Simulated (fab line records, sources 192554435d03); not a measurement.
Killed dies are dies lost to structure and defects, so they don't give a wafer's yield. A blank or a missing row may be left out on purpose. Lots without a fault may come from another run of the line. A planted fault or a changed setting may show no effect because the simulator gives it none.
Which tool did it? | flow n5_finfet | 12 lots, 36 wafers sampled, at 1 step of a route of 1938

WHAT THE GAUGES READ, wafer by wafer
N5_BEOL_M3_OCD_MEAS_38.
lot  | measured     | on     | trench_depth_nm (nm)
L075 | day 7 16:47  | ocd-02 | 55.6 56.8 55.2
L077 | day 8 06:54  | ocd-01 | 55.5 54.0 54.1
L079 | day 8 14:45  | ocd-01 | 55.1 55.5 54.8
L081 | day 8 23:10  | ocd-01 | 55.3 56.2 56.4
L083 | day 9 18:24  | ocd-02 | 55.0 53.8 56.3
L086 | day 10 07:21 | ocd-01 | 56.3 54.9 55.4
L088 | day 10 15:58 | ocd-02 | 55.8 56.0 56.1
L089 | day 11 04:04 | ocd-02 | 56.7 53.9 55.7
L092 | day 11 13:32 | ocd-01 | 54.1 54.7 55.3
L093 | day 12 03:53 | ocd-01 | 54.0 54.3 55.9
L095 | day 12 20:15 | ocd-02 | 54.4 53.9 56.4
L097 | day 13 04:31 | ocd-01 | 55.2 54.7 55.4

WHICH TOOL RAN EACH LOT (tool, then ch and the chambers of the sampled wafers, then the start)
The record holds no process step before these readings.

THE ANSWER, worked out from the rows above alone
Rule: what is usual is taken from the lots themselves. Put in order of their means at a reading, lots are off if they are a third of the lots or fewer, leave a main group of 4 or more, and stand apart from it by a gap of 3 or more times the standard deviation of the main group's means; of several such gaps the widest counts. A main group whose means are all the same, to the digits that the tables above print for the reading, isn't used. A lot without any number at a reading at which 4 lots or more have one is off too. The other lots that the step has rows for count as sound.
No lot is off at any reading shown: from this, nothing can be told.

WHAT THE SIMULATOR HAD PUT IN
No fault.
